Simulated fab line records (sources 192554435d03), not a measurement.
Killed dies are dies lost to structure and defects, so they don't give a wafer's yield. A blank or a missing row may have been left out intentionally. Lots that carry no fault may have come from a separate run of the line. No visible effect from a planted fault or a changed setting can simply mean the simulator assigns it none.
Chamber matching    flow n5_finfet    N5_BEOL_M2_ALD_84 on ald_metal-01 has 4 sister chambers
The step deposits TaN, pulse time 2 s, purge time 3 s, co reactant purge time 2 s. 4 wafers are shown with their chamber, then 10 later ones without.

== WAFERS WITH THEIR CHAMBER ==
wafer   chamber  heater_power_w (W)
L085.1  1        437
L085.3  3        432
L087.1  2        474
L087.3  0        376

== WAFERS WITH NO CHAMBER GIVEN ==
wafer   heater_power_w (W)
L087.5  472
L090.1  438
L090.3  374
L090.6  434
L093.1  426
L093.3  381
L093.4  485
L094.3  489
L094.4  379
L094.6  425

== WHICH CHAMBER EACH WENT THROUGH ==
wafer   from the rows above      in truth
L087.5  2                        2
L090.1  can't be placed: 1 or 3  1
L090.3  0                        0
L090.6  can't be placed: 3 or 1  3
L093.1  can't be placed: 3 or 1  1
L093.3  0                        0
L093.4  2                        2
L094.3  2                        2
L094.4  0                        0
L094.6  can't be placed: 3 or 1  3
Correctly placed: 6 of 10. From these rows, 4 cannot be placed; in 4 the true chamber is one of the candidates. Wrongly placed: 0.
How it was worked out, from the rows above alone: a wafer's distance from a chamber is the root of the sum, over the readings, of the square of ((its reading less the chamber's mean) divided by the reading's scatter). The wafer belongs to the nearest chamber; if the next one is less than 2 further off, it can't be placed. A chamber's mean is the mean of its shown wafers. The scatter: with one shown wafer a chamber, the root of the mean of the squares of how far each hidden wafer lies from its nearest shown one.
